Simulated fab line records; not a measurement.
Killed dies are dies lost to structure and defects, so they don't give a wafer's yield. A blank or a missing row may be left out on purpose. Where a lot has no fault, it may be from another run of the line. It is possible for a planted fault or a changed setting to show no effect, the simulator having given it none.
The tool behind it: which one? + flow nand harc + 24 lots with 72 wafers sampled at 6 steps, on a route of 1159 steps

== WHAT THE GAUGES SHOWED, per wafer ==
NHARC_A_BLC_CD_MEAS_10 targets a cd of 100 nm.
| lot  | measured     | on        | cd nm (nm)        |
|------|--------------|-----------|-------------------|
| L074 | day 16 22:14 | cd sem-02 | 99.8 100.0 99.6   |
| L075 | day 17 13:31 | cd sem-02 | 100.2 100.3 100.1 |
| L076 | day 17 14:03 | cd sem-01 | 99.9 100.4 100.0  |
| L077 | day 17 17:17 | cd sem-01 | 100.8 100.2 101.2 |
| L080 | day 17 23:54 | cd sem-03 | 100.3 101.1 100.9 |
| L079 | day 18 00:18 | cd sem-01 | 100.0 100.3 99.6  |
| L078 | day 18 03:35 | cd sem-01 | 99.6 99.9 100.0   |
| L081 | day 18 20:48 | cd sem-03 | 101.0 100.0 101.1 |
| L082 | day 19 07:35 | cd sem-03 | 99.6 98.6 99.9    |
| L083 | day 19 10:17 | cd sem-03 | 101.0 99.6 100.3  |
| L084 | day 19 15:35 | cd sem-03 | 100.0 100.1 100.5 |
| L086 | day 19 23:13 | cd sem-03 | 101.1 99.4 100.1  |
| L087 | day 19 23:32 | cd sem-03 | 100.7 100.8 100.2 |
| L088 | day 20 05:31 | cd sem-02 | 100.3 100.4 100.7 |
| L085 | day 20 06:13 | cd sem-03 | 100.2 99.9 99.9   |
| L089 | day 21 00:07 | cd sem-03 | 100.3 101.0 100.2 |
| L090 | day 21 09:30 | cd sem-01 | 99.9 100.3 100.3  |
| L091 | day 21 16:04 | cd sem-03 | 99.6 99.8 100.6   |
| L092 | day 21 16:48 | cd sem-02 | 99.3 99.5 99.0    |
| L094 | day 22 13:53 | cd sem-02 | 100.1 99.6 99.8   |
| L095 | day 22 17:08 | cd sem-01 | 100.5 100.4 100.9 |
| L093 | day 22 23:45 | cd sem-03 | 99.1 99.4 99.8    |
| L096 | day 23 01:22 | cd sem-02 | 100.6 100.5 100.3 |
| L097 | day 23 08:45 | cd sem-03 | 100.6 100.6 100.1 |

NHARC_A_BLC_INSPECT_28.
| lot  | measured     | on                | raw defect count |
|------|--------------|-------------------|------------------|
| L074 | day 17 01:46 | defect inspect-02 | 501 415 593      |
| L075 | day 17 17:17 | defect inspect-01 | 301 359 357      |
| L076 | day 17 17:44 | defect inspect-01 | 401 567 457      |
| L077 | day 17 22:59 | defect inspect-02 | 412 465 556      |
| L080 | day 18 03:29 | defect inspect-02 | 327 295 254      |
| L079 | day 18 03:37 | defect inspect-01 | 360 389 498      |
| L078 | day 18 08:17 | defect inspect-02 | 423 428 430      |
| L081 | day 19 03:55 | defect inspect-02 | 311 313 439      |
| L082 | day 19 10:46 | defect inspect-01 | 450 459 452      |
| L083 | day 19 13:29 | defect inspect-01 | 391 461 411      |
| L084 | day 19 22:23 | defect inspect-02 | 377 352 342      |
| L086 | day 20 04:37 | defect inspect-02 | 482 472 943      |
| L087 | day 20 05:02 | defect inspect-01 | 417 325 377      |
| L088 | day 20 10:31 | defect inspect-02 | 459 597 507      |
| L085 | day 20 10:32 | defect inspect-01 | 587 337 434      |
| L089 | day 21 13:41 | defect inspect-02 | 459 379 583      |
| L090 | day 21 16:31 | defect inspect-01 | 394 390 445      |
| L091 | day 21 21:49 | defect inspect-01 | 814 512 644      |
| L092 | day 22 00:23 | defect inspect-02 | 294 423 452      |
| L094 | day 22 17:10 | defect inspect-01 | 648 513 451      |
| L095 | day 22 22:32 | defect inspect-02 | 501 521 392      |
| L093 | day 23 05:55 | defect inspect-02 | 575 369 415      |
| L096 | day 23 07:52 | defect inspect-01 | 433 362 440      |
| L097 | day 23 12:20 | defect inspect-01 | 486 463 498      |

NHARC_A_M0_INSPECT_11.
| lot  | measured     | on                | raw defect count |
|------|--------------|-------------------|------------------|
| L074 | day 17 02:52 | defect inspect-01 | 33 38 30         |
| L075 | day 17 18:20 | defect inspect-02 | 24 20 21         |
| L076 | day 17 18:46 | defect inspect-01 | 25 26 28         |
| L077 | day 18 00:01 | defect inspect-02 | 35 29 26         |
| L080 | day 18 04:38 | defect inspect-01 | 27 22 23         |
| L079 | day 18 04:47 | defect inspect-01 | 34 30 29         |
| L078 | day 18 09:11 | defect inspect-02 | 9 14 11          |
| L081 | day 19 04:57 | defect inspect-02 | 9 13 11          |
| L082 | day 19 11:47 | defect inspect-01 | 36 45 42         |
| L083 | day 19 14:31 | defect inspect-02 | 10 9 8           |
| L084 | day 19 23:25 | defect inspect-01 | 18 13 12         |
| L086 | day 20 05:38 | defect inspect-01 | 25 30 27         |
| L087 | day 20 06:04 | defect inspect-02 | 13 9 9           |
| L088 | day 20 11:25 | defect inspect-02 | 64 68 67         |
| L085 | day 20 11:34 | defect inspect-01 | 25 33 26         |
| L089 | day 21 14:43 | defect inspect-02 | 32 41 33         |
| L090 | day 21 17:33 | defect inspect-02 | 55 36 46         |
| L091 | day 21 22:50 | defect inspect-01 | 35 38 36         |
| L092 | day 22 01:25 | defect inspect-01 | 36 34 26         |
| L094 | day 22 18:30 | defect inspect-02 | 66 59 66         |
| L095 | day 22 23:26 | defect inspect-02 | 14 16 24         |
| L093 | day 23 06:56 | defect inspect-01 | 18 26 16         |
| L096 | day 23 08:54 | defect inspect-01 | 32 41 46         |
| L097 | day 23 13:21 | defect inspect-02 | 54 44 40         |

NHARC_A_BONDPAD_CD_MEAS_09 targets a cd of 500 nm.
| lot  | measured     | on        | cd nm (nm)        |
|------|--------------|-----------|-------------------|
| L074 | day 17 12:05 | cd sem-03 | 499.1 499.1 499.1 |
| L075 | day 18 02:58 | cd sem-02 | 500.6 499.7 501.6 |
| L076 | day 18 03:53 | cd sem-03 | 500.6 498.7 499.0 |
| L077 | day 18 08:43 | cd sem-01 | 499.1 500.1 497.5 |
| L080 | day 18 13:21 | cd sem-02 | 501.5 501.3 503.0 |
| L079 | day 18 14:08 | cd sem-01 | 499.6 501.8 501.2 |
| L078 | day 18 18:25 | cd sem-02 | 500.8 502.7 500.8 |
| L081 | day 19 13:35 | cd sem-03 | 500.8 500.7 502.2 |
| L082 | day 19 20:24 | cd sem-01 | 497.9 500.0 498.5 |
| L083 | day 19 23:05 | cd sem-02 | 501.2 501.3 501.3 |
| L084 | day 20 08:17 | cd sem-02 | 499.6 499.2 500.1 |
| L086 | day 20 14:34 | cd sem-03 | 500.7 503.9 500.3 |
| L087 | day 20 14:52 | cd sem-02 | 499.3 500.5 501.0 |
| L088 | day 20 20:09 | cd sem-02 | 500.8 499.9 498.8 |
| L085 | day 20 20:40 | cd sem-02 | 498.9 499.3 500.3 |
| L089 | day 21 23:16 | cd sem-03 | 503.1 502.7 501.5 |
| L090 | day 22 02:13 | cd sem-02 | 497.8 499.8 498.8 |
| L091 | day 22 07:53 | cd sem-02 | 498.6 498.7 498.9 |
| L092 | day 22 10:55 | cd sem-01 | 496.7 499.6 497.0 |
| L094 | day 23 03:13 | cd sem-02 | 500.7 500.3 501.8 |
| L095 | day 23 08:10 | cd sem-01 | 495.9 497.3 495.0 |
| L093 | day 23 15:35 | cd sem-03 | 498.5 498.6 499.1 |
| L096 | day 23 17:39 | cd sem-03 | 498.3 498.5 497.4 |
| L097 | day 23 21:57 | cd sem-01 | 498.6 498.8 497.6 |

== WHICH TOOL RAN EACH LOT (tool, then ch and the chambers of the sampled wafers, then the start) ==
| lot  | NHARC_A_BLC_DESCUM_15              | NHARC_A_M1_STRIP_18                |
|------|------------------------------------|------------------------------------|
| L074 | rie diel-02 ch 2,3, day 16 22:25   | rie diel-11 ch 2,3, day 17 07:25   |
| L075 | rie diel-12 ch 0,2,3, day 17 13:42 | rie diel-11 ch 0,2,3, day 17 22:52 |
| L076 | rie diel-01 ch 0,2,3, day 17 14:14 | rie diel-09 ch 0,1,2, day 17 23:44 |
| L077 | rie diel-01 ch 1,3, day 17 17:29   | rie diel-09 ch 0,3, day 18 04:31   |
| L080 | rie diel-12 ch 0,1,3, day 18 00:07 | rie diel-13 ch 0,2, day 18 09:14   |
| L079 | rie diel-01 ch 0,3, day 18 00:29   | rie diel-09 ch 1,3, day 18 09:37   |
| L078 | rie diel-01 ch 0,2,3, day 18 03:46 | rie diel-13 ch 1,2,3, day 18 14:05 |
| L081 | rie diel-01 ch 0,2,3, day 18 20:59 | rie diel-11 ch 0,1,2, day 19 09:26 |
| L082 | rie diel-12 ch 0,1, day 19 07:46   | rie diel-09 ch 0,1,3, day 19 16:20 |
| L083 | rie diel-01 ch 0,2,3, day 19 10:29 | rie diel-09 ch 0,1,3, day 19 18:53 |
| L084 | rie diel-12 ch 0,1,3, day 19 15:47 | rie diel-11 ch 2,3, day 20 04:07   |
| L086 | rie diel-01 ch 0,1,3, day 19 23:23 | rie diel-13 ch 2,3, day 20 10:21   |
| L087 | rie diel-12 ch 0,1,3, day 19 23:44 | rie diel-09 ch 0,3, day 20 10:37   |
| L088 | rie diel-01 ch 0,1,2, day 20 05:55 | rie diel-13 ch 0,1,3, day 20 16:04 |
| L085 | rie diel-12 ch 0,1,2, day 20 06:25 | rie diel-13 ch 0,1, day 20 16:23   |
| L089 | rie diel-01 ch 1,2,3, day 21 00:20 | rie diel-11 ch 1,2,3, day 21 19:16 |
| L090 | rie diel-01 ch 0,3, day 21 09:41   | rie diel-13 ch 0,1,2, day 21 22:08 |
| L091 | rie diel-12 ch 0,1,3, day 21 16:16 | rie diel-09 ch 0,1,3, day 22 03:46 |
| L092 | rie diel-02 ch 1,2, day 21 16:59   | rie diel-13 ch 0,2,3, day 22 06:20 |
| L094 | rie diel-01 ch 0,2,3, day 22 14:04 | rie diel-13 ch 0,1,2, day 22 23:02 |
| L095 | rie diel-01 ch 0,1,3, day 22 17:22 | rie diel-09 ch 0,1,3, day 23 04:02 |
| L093 | rie diel-12 ch 1,2,3, day 22 23:57 | rie diel-09 ch 0,1,2, day 23 11:27 |
| L096 | rie diel-01 ch 2,3, day 23 01:33   | rie diel-13 ch 0,1,3, day 23 13:31 |
| L097 | rie diel-12 ch 0,1, day 23 08:56   | rie diel-13 ch 0,1,3, day 23 17:54 |
- NHARC_A_BLC_DESCUM_15: chemistry O2, time 3 s.
- NHARC_A_M1_STRIP_18: strips in N2/H2.

== WHAT THE TOOLS THEMSELVES READ (means of the sampled wafers that have a number; where no wafer has one, the mark that the record gives instead) ==
NHARC_A_BLC_DESCUM_15.
| lot  | tool        | drypump motor current A (A) | oes product au (a.u.) | rf vpp V (V) | showerhead plenum p Torr (Torr) | throttle valve pct (%) |
|------|-------------|-----------------------------|-----------------------|--------------|---------------------------------|------------------------|
| L074 | rie diel-02 | 5.1                         | 0.996                 | 57.2         | 1.80                            | 11.315                 |
| L075 | rie diel-12 | 5.5                         | 1.001                 | 57.7         | 1.90                            | 11.308                 |
| L076 | rie diel-01 | 5.7                         | 1.000                 | 56.7         | 1.91                            | 11.308                 |
| L077 | rie diel-01 | 5.8                         | 1.005                 | 57.3         | 1.89                            | 11.317                 |
| L080 | rie diel-12 | 5.4                         | 1.010                 | 58.2         | 1.96                            | 11.302                 |
| L079 | rie diel-01 | 5.5                         | 0.997                 | 57.2         | 1.84                            | 11.318                 |
| L078 | rie diel-01 | 5.7                         | 1.003                 | 58.4         | 1.91                            | 11.316                 |
| L081 | rie diel-01 | 5.7                         | 0.989                 | 57.5         | 1.91                            | 11.310                 |
| L082 | rie diel-12 | 5.6                         | 1.006                 | 59.0         | 1.99                            | 11.315                 |
| L083 | rie diel-01 | 5.7                         | 0.998                 | 58.9         | 1.91                            | 11.302                 |
| L084 | rie diel-12 | 5.4                         | 1.001                 | 57.6         | 1.96                            | 11.318                 |
| L086 | rie diel-01 | 5.7                         | 0.998                 | 58.3         | 1.92                            | 11.313                 |
| L087 | rie diel-12 | 5.4                         | 1.009                 | 57.9         | 1.96                            | 11.313                 |
| L088 | rie diel-01 | 5.9                         | 0.995                 | 58.1         | 1.99                            | 11.310                 |
| L085 | rie diel-12 | 5.8                         | 1.003                 | 58.0         | 1.93                            | 11.310                 |
| L089 | rie diel-01 | 6.0                         | 1.002                 | 58.4         | 1.96                            | 11.313                 |
| L090 | rie diel-01 | 5.5                         | 1.001                 | 57.9         | 1.86                            | 11.307                 |
| L091 | rie diel-12 | 5.4                         | 1.006                 | 58.2         | 1.96                            | 11.305                 |
| L092 | rie diel-02 | 5.4                         | 0.997                 | 56.4         | 1.77                            | 11.322                 |
| L094 | rie diel-01 | 5.7                         | 0.996                 | 58.3         | 1.91                            | 11.312                 |
| L095 | rie diel-01 | 5.7                         | 0.985                 | 58.1         | 1.92                            | 11.308                 |
| L093 | rie diel-12 | 5.5                         | 1.002                 | 57.4         | 1.91                            | 11.320                 |
| L096 | rie diel-01 | 6.0                         | 0.990                 | 57.6         | 1.95                            | 11.309                 |
| L097 | rie diel-12 | 5.6                         | 1.003                 | 58.2         | 1.99                            | 11.316                 |

NHARC_A_M1_STRIP_18.
| lot  | tool        | drypump motor current A (A) | oes product au (a.u.) | rf vpp V (V) | showerhead plenum p Torr (Torr) | throttle valve pct (%) |
|------|-------------|-----------------------------|-----------------------|--------------|---------------------------------|------------------------|
| L074 | rie diel-11 | 6.0                         | 0.999                 | 91.4         | 2.11                            | 14.166                 |
| L075 | rie diel-11 | 6.0                         | 0.993                 | 91.0         | 2.06                            | 14.181                 |
| L076 | rie diel-09 | 5.6                         | 1.008                 | 90.5         | 1.99                            | 14.170                 |
| L077 | rie diel-09 | 6.1                         | 1.001                 | 90.7         | 2.00                            | 14.166                 |
| L080 | rie diel-13 | 5.6                         | 1.011                 | 90.9         | 1.95                            | 14.166                 |
| L079 | rie diel-09 | 5.9                         | 1.004                 | 90.7         | 2.09                            | 14.173                 |
| L078 | rie diel-13 | 5.4                         | 1.000                 | 91.0         | 2.07                            | 14.165                 |
| L081 | rie diel-11 | 5.8                         | 0.995                 | 90.1         | 2.05                            | 14.175                 |
| L082 | rie diel-09 | 6.0                         | 1.012                 | 89.9         | 2.04                            | 14.174                 |
| L083 | rie diel-09 | 6.0                         | 0.998                 | 91.3         | 2.04                            | 14.177                 |
| L084 | rie diel-11 | 6.0                         | 1.005                 | 91.4         | 2.11                            | 14.180                 |
| L086 | rie diel-13 | 5.5                         | 0.991                 | 91.2         | 2.08                            | 14.163                 |
| L087 | rie diel-09 | 6.1                         | 1.002                 | 90.3         | 2.00                            | 14.174                 |
| L088 | rie diel-13 | 5.6                         | 0.993                 | 91.6         | 2.08                            | 14.173                 |
| L085 | rie diel-13 | 5.7                         | 0.993                 | 90.7         | 2.01                            | 14.174                 |
| L089 | rie diel-11 | 5.7                         | 1.002                 | 90.6         | 2.09                            | 14.172                 |
| L090 | rie diel-13 | 5.5                         | 0.998                 | 90.2         | 2.00                            | 14.177                 |
| L091 | rie diel-09 | 6.0                         | 1.000                 | 90.3         | 2.04                            | 14.175                 |
| L092 | rie diel-13 | 5.5                         | 1.003                 | 90.1         | 2.02                            | 14.166                 |
| L094 | rie diel-13 | 5.5                         | 0.999                 | 90.6         | 2.00                            | 14.164                 |
| L095 | rie diel-09 | 6.0                         | 0.999                 | 91.0         | 2.04                            | 14.180                 |
| L093 | rie diel-09 | 5.7                         | 0.992                 | 91.0         | 1.98                            | 14.177                 |
| L096 | rie diel-13 | 5.6                         | 0.998                 | 91.4         | 2.08                            | 14.171                 |
| L097 | rie diel-13 | 5.7                         | 0.999                 | 90.6         | 2.08                            | 14.169                 |

== THE ANSWER, worked out from the rows above alone ==
Rule: what is usual is taken from the lots themselves. Put in order of their means at a reading, lots are off if they are a third of the lots or fewer, leave a main group of 4 or more, and stand apart from it by a gap of 3 or more times the standard deviation of the main group's means; of several such gaps the widest counts. Not used: any main group whose means are identical at the precision the tables above print for the reading. Also off: a lot with no number at a reading for which 4 or more lots have one. All remaining lots with rows at the step are treated as sound. After the gauges, taken in route order, come the tools' own readings; for these a lot's mean is taken, as printed above. The first step at which some lot is off is used, and at that step the reading that is off furthest; a lot without a number counts as furthest.
No lot is off on any of the readings shown, so nothing can be concluded from this.

== WHAT THE SIMULATOR HAD INSERTED ==
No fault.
